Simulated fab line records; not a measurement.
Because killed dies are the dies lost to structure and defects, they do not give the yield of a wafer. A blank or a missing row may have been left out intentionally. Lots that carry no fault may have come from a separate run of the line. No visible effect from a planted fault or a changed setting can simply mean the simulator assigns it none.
Which tool is to blame? | flow n5 finfet | 72 wafers from 24 lots sampled at 6 of the route's 1938 steps

== WHAT THE GAUGES SHOWED, per wafer ==
N5_FIN_SAQP_OCD_MEAS_76.
lot  | measured    | on     | trench depth nm (nm)
L074 | day 2 04:35 | ocd-01 | 118.7 122.1 119.7
L075 | day 2 11:02 | ocd-01 | 119.1 118.5 119.4
L076 | day 2 15:32 | ocd-01 | 119.5 119.8 119.5
L077 | day 2 20:30 | ocd-01 | 121.6 122.7 124.0
L078 | day 3 03:32 | ocd-01 | 122.5 121.6 123.3
L079 | day 3 08:05 | ocd-01 | 121.6 119.4 120.8
L080 | day 3 15:00 | ocd-01 | 117.9 119.4 120.9
L081 | day 3 20:16 | ocd-02 | 119.1 119.8 120.8
L082 | day 4 03:25 | ocd-02 | 123.8 120.2 120.4
L083 | day 4 09:16 | ocd-02 | 122.1 119.4 118.5
L084 | day 4 14:45 | ocd-02 | 119.8 120.8 118.6
L085 | day 4 20:41 | ocd-01 | 120.5 122.0 119.2
L086 | day 5 02:25 | ocd-01 | 120.7 120.2 122.1
L087 | day 5 08:01 | ocd-02 | 119.7 119.3 120.3
L088 | day 5 13:33 | ocd-01 | 120.8 119.7 118.6
L089 | day 5 20:26 | ocd-02 | 120.3 118.2 119.0
L090 | day 6 01:55 | ocd-01 | 120.1 122.3 119.5
L091 | day 6 07:46 | ocd-02 | 119.6 121.4 120.4
L092 | day 6 13:45 | ocd-02 | 121.8 120.2 120.4
L093 | day 6 20:26 | ocd-02 | 122.6 118.0 122.7
L094 | day 7 03:26 | ocd-01 | 123.5 123.7 122.1
L095 | day 7 09:22 | ocd-02 | 121.7 118.0 120.2
L096 | day 7 14:55 | ocd-01 | 120.4 119.9 121.4
L097 | day 7 20:19 | ocd-02 | 123.6 121.4 122.3

== TOOL THAT RAN EACH LOT (tool first, then ch and the chambers of the sampled wafers, then the start) ==
lot  | N5_PMOS_HMC_CHANNEL_EPI_FIN_RECESS_16 | N5_FIN_SAQP_ALD_61               | N5_FIN_SAQP_ETCH_52               | N5_FIN_SAQP_MANDREL_ETCH_22     | N5_FIN_SAQP_RECESS_63
L074 | rie si-04 ch 0,1,2, day 1 17:36       | ald sin-03 ch 0,3, day 1 20:25   | rie diel-01 ch 0,2, day 1 22:03   | rie si-05 ch 2,3, day 1 22:14   | vapor etch-01 ch 0,1, day 2 00:49
L075 | rie si-06 ch 0,2,3, day 1 23:32       | ald sin-03 ch 0,2, day 2 03:53   | rie diel-06 ch 2,3, day 2 05:43   | rie si-02 ch 1,3, day 2 05:54   | vapor etch-02 ch 0, day 2 08:26
L076 | rie si-01 ch 1,2, day 2 06:19         | ald sin-02 ch 0,2,3, day 2 09:45 | rie diel-01 ch 0,2, day 2 11:22   | rie si-02 ch 2,3, day 2 11:34   | vapor etch-01 ch 0,1, day 2 13:40
L077 | rie si-04 ch 0,1,2, day 2 12:46       | ald sin-02 ch 1,2,3, day 2 15:13 | rie diel-01 ch 0,1, day 2 16:29   | rie si-02 ch 0,2,3, day 2 16:40 | vapor etch-01 ch 0,1, day 2 18:40
L078 | rie si-01 ch 0,1,2, day 2 17:56       | ald sin-03 ch 0,2,3, day 2 22:02 | rie diel-03 ch 0,1,3, day 2 23:19 | rie si-02 ch 0,1,3, day 2 23:31 | vapor etch-02 ch 0,1, day 3 01:32
L079 | rie si-01 ch 0,2,3, day 2 23:50       | ald sin-04 ch 1,2,3, day 3 02:20 | rie diel-06 ch 1,3, day 3 04:00   | rie si-02 ch 1,2,3, day 3 04:11 | vapor etch-01 ch 0,1, day 3 06:13
L080 | rie si-01 ch 1,2,3, day 3 06:49       | ald sin-02 ch 1,2,3, day 3 09:14 | rie diel-03 ch 0,2,3, day 3 10:34 | rie si-02 ch 0,2,3, day 3 10:45 | vapor etch-01 ch 0,1, day 3 12:45
L081 | rie si-04 ch 0,3, day 3 12:07         | ald sin-03 ch 0,1,3, day 3 14:32 | rie diel-06 ch 0,1, day 3 16:10   | rie si-02 ch 0,1, day 3 16:22   | vapor etch-02 ch 0,1, day 3 18:32
L082 | rie si-04 ch 0,2,3, day 3 18:20       | ald sin-02 ch 2,3, day 3 20:46   | rie diel-03 ch 0,2, day 3 22:01   | rie si-02 ch 1,2, day 3 22:13   | vapor etch-02 ch 0,1, day 4 01:41
L083 | rie si-06 ch 0,1,2, day 4 00:07       | ald sin-02 ch 0,2,3, day 4 02:38 | rie diel-01 ch 1,2, day 4 04:45   | rie si-03 ch 0,1,3, day 4 04:56 | vapor etch-02 ch 0,1, day 4 07:22
L084 | rie si-04 ch 2,3, day 4 06:12         | ald sin-02 ch 2,3, day 4 09:08   | rie diel-06 ch 0,2, day 4 10:31   | rie si-02 ch 0,3, day 4 10:43   | vapor etch-01 ch 0, day 4 12:54
L085 | rie si-04 ch 1,2, day 4 12:24         | ald sin-02 ch 1,2,3, day 4 15:02 | rie diel-03 ch 1,2,3, day 4 16:25 | rie si-02 ch 0,1,2, day 4 16:37 | vapor etch-02 ch 0,1, day 4 18:50
L086 | rie si-06 ch 1,2,3, day 4 17:55       | ald sin-03 ch 1,2,3, day 4 20:47 | rie diel-01 ch 0,1,2, day 4 22:02 | rie si-02 ch 1,2,3, day 4 22:14 | vapor etch-02 ch 0,1, day 5 00:20
L087 | rie si-06 ch 2,3, day 4 23:50         | ald sin-02 ch 0,2,3, day 5 02:16 | rie diel-06 ch 0,2, day 5 03:39   | rie si-02 ch 1,3, day 5 03:51   | vapor etch-02 ch 0,1, day 5 05:56
L088 | rie si-04 ch 0,1,3, day 5 05:37       | ald sin-04 ch 0,1,2, day 5 08:08 | rie diel-03 ch 0,2, day 5 09:32   | rie si-05 ch 0,3, day 5 09:44   | vapor etch-02 ch 0,1, day 5 11:44
L089 | rie si-06 ch 0,2,3, day 5 12:27       | ald sin-03 ch 0,1,3, day 5 14:51 | rie diel-01 ch 0,1,2, day 5 16:14 | rie si-05 ch 0,1,3, day 5 16:26 | vapor etch-01 ch 1, day 5 18:25
L090 | rie si-06 ch 1,2, day 5 17:59         | ald sin-04 ch 0,1, day 5 20:24   | rie diel-01 ch 2,3, day 5 21:54   | rie si-05 ch 2,3, day 5 22:06   | vapor etch-01 ch 0,1, day 6 00:05
L091 | rie si-04 ch 0,1,3, day 5 23:37       | ald sin-04 ch 0,1,3, day 6 02:02 | rie diel-01 ch 1,2,3, day 6 03:25 | rie si-05 ch 0,1,3, day 6 03:37 | vapor etch-01 ch 0,1, day 6 05:51
L092 | rie si-01 ch 0,1, day 6 05:38         | ald sin-04 ch 0,1, day 6 08:03   | rie diel-06 ch 1,3, day 6 09:30   | rie si-05 ch 1,3, day 6 09:42   | vapor etch-01 ch 0,1, day 6 11:55
L093 | rie si-04 ch 0,3, day 6 11:50         | ald sin-03 ch 0,2,3, day 6 14:40 | rie diel-03 ch 1,2, day 6 16:04   | rie si-05 ch 1,2,3, day 6 16:16 | vapor etch-02 ch 0,1, day 6 18:35
L094 | rie si-01 ch 2,3, day 6 18:22         | ald sin-02 ch 0,1, day 6 20:57   | rie diel-03 ch 1,2,3, day 6 22:20 | rie si-05 ch 0,1,2, day 6 22:31 | vapor etch-02 ch 0,1, day 7 00:51
L095 | rie si-04 ch 0,1,3, day 6 23:56       | ald sin-04 ch 0,2,3, day 7 03:26 | rie diel-01 ch 0,1,3, day 7 04:56 | rie si-03 ch 1,2,3, day 7 05:08 | vapor etch-01 ch 0,1, day 7 07:31
L096 | rie si-01 ch 0,1,3, day 7 06:02       | ald sin-02 ch 0,1,2, day 7 08:40 | rie diel-06 ch 1,3, day 7 10:04   | rie si-02 ch 0,1,2, day 7 10:16 | vapor etch-02 ch 0,1, day 7 12:25
L097 | rie si-04 ch 1,2, day 7 11:58         | ald sin-03 ch 0,3, day 7 14:22   | rie diel-01 ch 0,1,2, day 7 15:58 | rie si-02 ch 0,1,3, day 7 16:09 | vapor etch-01 ch 0,1, day 7 18:22
- N5_PMOS_HMC_CHANNEL_EPI_FIN_RECESS_16: chemistry HBr/Cl2, target Si, target depth 54 nm, time 18 s.
- N5_FIN_SAQP_ALD_61: deposits SiO2, target thk 4 nm, pulse time 1 s, purge time 2 s.
- N5_FIN_SAQP_ETCH_52: etches SOC in N2/H2, target depth 100 nm, overetch 20 nm, time 150 s.
- N5_FIN_SAQP_MANDREL_ETCH_22: etches a-Si in HBr/Cl2, stops on SiNx, target depth 60 nm, bt time 10 s, time 30 s.
- N5_FIN_SAQP_RECESS_63: chemistry HF/NH3, target SiO2, target depth 18 nm, afs cycles 3, sublimation time 60 s.

== WHAT THE TOOLS THEMSELVES READ (means of the sampled wafers that have a number; where no wafer has one, the mark that the record gives instead) ==
N5_PMOS_HMC_CHANNEL_EPI_FIN_RECESS_16.
lot  | tool      | drypump motor current A (A) | oes product au (a.u.) | throttle valve pct (%)
L074 | rie si-04 | 5.9                         | 1.014                 | 35.46
L075 | rie si-06 | 5.9                         | 0.996                 | 35.29
L076 | rie si-01 | 6.3                         | 1.022                 | 35.45
L077 | rie si-04 | 5.9                         | 1.012                 | 35.48
L078 | rie si-01 | 6.3                         | 1.031                 | 35.34
L079 | rie si-01 | 6.0                         | 1.011                 | 35.21
L080 | rie si-01 | 6.1                         | 1.004                 | 35.41
L081 | rie si-04 | 6.3                         | 0.996                 | 35.31
L082 | rie si-04 | 6.1                         | 1.007                 | 35.43
L083 | rie si-06 | 5.9                         | 0.996                 | 35.13
L084 | rie si-04 | 6.2                         | 1.007                 | 35.57
L085 | rie si-04 | 5.8                         | 1.022                 | 35.64
L086 | rie si-06 | 5.8                         | 0.980                 | 35.48
L087 | rie si-06 | 5.8                         | 0.983                 | 35.63
L088 | rie si-04 | 6.3                         | 1.010                 | 35.47
L089 | rie si-06 | 5.9                         | 0.996                 | 35.29
L090 | rie si-06 | 5.8                         | 0.997                 | 35.31
L091 | rie si-04 | 6.3                         | 1.001                 | 35.47
L092 | rie si-01 | 6.2                         | 1.025                 | 35.25
L093 | rie si-04 | 6.3                         | 0.998                 | 35.30
L094 | rie si-01 | 5.8                         | 0.982                 | 35.29
L095 | rie si-04 | 6.3                         | 1.001                 | 35.48
L096 | rie si-01 | 6.0                         | 1.002                 | 35.33
L097 | rie si-04 | 5.9                         | 1.018                 | 35.64

N5_FIN_SAQP_ALD_61.
lot  | tool       | heater power w (W) | precursor pulse height rel
L074 | ald sin-03 | 477                | 0.992
L075 | ald sin-03 | 452                | 0.981
L076 | ald sin-02 | 459                | 0.991
L077 | ald sin-02 | 487                | 1.013
L078 | ald sin-03 | 466                | 1.001
L079 | ald sin-04 | 481                | 0.998
L080 | ald sin-02 | 495                | 0.992
L081 | ald sin-03 | 480                | 0.998
L082 | ald sin-02 | 517                | 0.999
L083 | ald sin-02 | 467                | 0.992
L084 | ald sin-02 | 520                | 0.997
L085 | ald sin-02 | 489                | 0.999
L086 | ald sin-03 | 461                | 0.986
L087 | ald sin-02 | 475                | 0.993
L088 | ald sin-04 | 491                | 0.997
L089 | ald sin-03 | 477                | 0.979
L090 | ald sin-04 | 506                | 1.023
L091 | ald sin-04 | 503                | 0.992
L092 | ald sin-04 | 502                | 0.997
L093 | ald sin-03 | 463                | 1.013
L094 | ald sin-02 | 447                | 1.026
L095 | ald sin-04 | 496                | 0.987
L096 | ald sin-02 | 497                | 1.025
L097 | ald sin-03 | 494                | 1.003

N5_FIN_SAQP_ETCH_52.
lot  | tool        | drypump motor current A (A) | oes product au (a.u.) | rf vpp V (V) | showerhead plenum p Torr (Torr) | throttle valve pct (%)
L074 | rie diel-01 | 5.70                        | 0.72                  | 528.1        | 2.68                            | 18.0
L075 | rie diel-06 | 5.27                        | 0.71                  | 525.9        | 2.64                            | 18.1
L076 | rie diel-01 | 5.70                        | 0.77                  | 527.5        | 2.70                            | 17.8
L077 | rie diel-01 | 5.56                        | 0.75                  | 527.3        | 2.69                            | 17.8
L078 | rie diel-03 | 5.43                        | 0.69                  | 525.3        | 2.58                            | 17.8
L079 | rie diel-06 | 5.33                        | 0.66                  | 526.3        | 2.65                            | 18.2
L080 | rie diel-03 | 5.57                        | 0.67                  | 524.4        | 2.56                            | 17.9
L081 | rie diel-06 | 5.81                        | 0.75                  | 523.6        | 2.53                            | 17.6
L082 | rie diel-03 | 5.66                        | 0.65                  | 524.7        | 2.57                            | 17.9
L083 | rie diel-01 | 5.62                        | 0.66                  | 526.3        | 2.65                            | 18.2
L084 | rie diel-06 | 5.65                        | 0.77                  | 523.9        | 2.55                            | 17.7
L085 | rie diel-03 | 5.74                        | 0.69                  | 523.8        | 2.55                            | 17.7
L086 | rie diel-01 | 5.64                        | 0.71                  | 528.0        | 2.67                            | 17.9
L087 | rie diel-06 | 5.65                        | 0.76                  | 523.2        | 2.54                            | 17.7
L088 | rie diel-03 | 5.63                        | 0.64                  | 524.2        | 2.57                            | 17.9
L089 | rie diel-01 | 5.65                        | 0.70                  | 526.8        | 2.67                            | 17.9
L090 | rie diel-01 | 5.62                        | 0.69                  | 525.3        | 2.59                            | 18.0
L091 | rie diel-01 | 5.55                        | 0.71                  | 525.0        | 2.60                            | 18.0
L092 | rie diel-06 | 5.31                        | 0.65                  | 526.6        | 2.64                            | 18.3
L093 | rie diel-03 | 5.95                        | 0.69                  | 524.5        | 2.54                            | 17.6
L094 | rie diel-03 | 5.72                        | 0.67                  | 523.7        | 2.54                            | 17.7
L095 | rie diel-01 | 5.57                        | 0.75                  | 526.6        | 2.62                            | 17.7
L096 | rie diel-06 | 5.46                        | 0.64                  | 526.6        | 2.62                            | 18.3
L097 | rie diel-01 | 5.64                        | 0.69                  | 527.2        | 2.66                            | 18.0

N5_FIN_SAQP_MANDREL_ETCH_22.
lot  | tool      | drypump motor current A (A) | oes product au (a.u.) | throttle valve pct (%)
L074 | rie si-05 | 5.4                         | 0.779                 | 35.38
L075 | rie si-02 | 5.5                         | 0.764                 | 35.51
L076 | rie si-02 | 5.5                         | 0.770                 | 35.68
L077 | rie si-02 | 5.3                         | 0.775                 | 35.53
L078 | rie si-02 | 5.3                         | 0.777                 | 35.51
L079 | rie si-02 | 5.6                         | 0.774                 | 35.52
L080 | rie si-02 | 5.3                         | 0.780                 | 35.52
L081 | rie si-02 | 5.1                         | 0.772                 | 35.39
L082 | rie si-02 | 5.7                         | 0.767                 | 35.39
L083 | rie si-03 | 5.5                         | 0.764                 | 35.62
L084 | rie si-02 | 5.2                         | 0.772                 | 35.67
L085 | rie si-02 | 5.4                         | 0.776                 | 35.36
L086 | rie si-02 | 5.6                         | 0.764                 | 35.55
L087 | rie si-02 | 5.5                         | 0.762                 | 35.69
L088 | rie si-05 | 5.5                         | 0.783                 | 35.36
L089 | rie si-05 | 5.3                         | 0.775                 | 35.50
L090 | rie si-05 | 5.6                         | 0.774                 | 35.52
L091 | rie si-05 | 5.3                         | 0.771                 | 35.52
L092 | rie si-05 | 5.0                         | 0.788                 | 35.42
L093 | rie si-05 | 5.2                         | 0.772                 | 35.55
L094 | rie si-05 | 5.5                         | 0.777                 | 35.60
L095 | rie si-03 | 5.4                         | 0.777                 | 35.43
L096 | rie si-02 | 5.4                         | 0.771                 | 35.38
L097 | rie si-02 | 5.3                         | 0.779                 | 35.51

N5_FIN_SAQP_RECESS_63.
lot  | tool          | drypump motor current A (A)
L074 | vapor etch-01 | 6.0
L075 | vapor etch-02 | 5.2
L076 | vapor etch-01 | 5.9
L077 | vapor etch-01 | 6.2
L078 | vapor etch-02 | 5.1
L079 | vapor etch-01 | 6.2
L080 | vapor etch-01 | 6.0
L081 | vapor etch-02 | 5.2
L082 | vapor etch-02 | 5.1
L083 | vapor etch-02 | 5.1
L084 | vapor etch-01 | 6.5
L085 | vapor etch-02 | 5.1
L086 | vapor etch-02 | 5.1
L087 | vapor etch-02 | 5.2
L088 | vapor etch-02 | 5.1
L089 | vapor etch-01 | 5.7
L090 | vapor etch-01 | 6.2
L091 | vapor etch-01 | 6.0
L092 | vapor etch-01 | 6.2
L093 | vapor etch-02 | 5.2
L094 | vapor etch-02 | 5.1
L095 | vapor etch-01 | 5.9
L096 | vapor etch-02 | 5.1
L097 | vapor etch-01 | 6.2

== THE ANSWER, worked out from the rows above alone ==
Rule: the usual values come from the lots themselves. The widest of any qualifying gaps counts: lots, ordered by their means at a reading, are off when they make up no more than a third of the lots, leave a main group of 4 or more, and stand apart from it by 3 or more times the standard deviation of that group's means. A main group is skipped when, at the precision printed for the reading in the tables above, its means are all equal. Also off: a lot with no number at a reading for which 4 or more lots have one. All remaining lots with rows at the step are treated as sound. Order of review: gauges by route order, followed by the tools' own readings, for which a lot's mean as printed above is used. The first step at which some lot is off is used, and at that step the reading that is off furthest; a lot without a number counts as furthest.
No lot is off on any of the readings shown, so nothing can be concluded from this.

== WHAT THE SIMULATOR PUT IN ==
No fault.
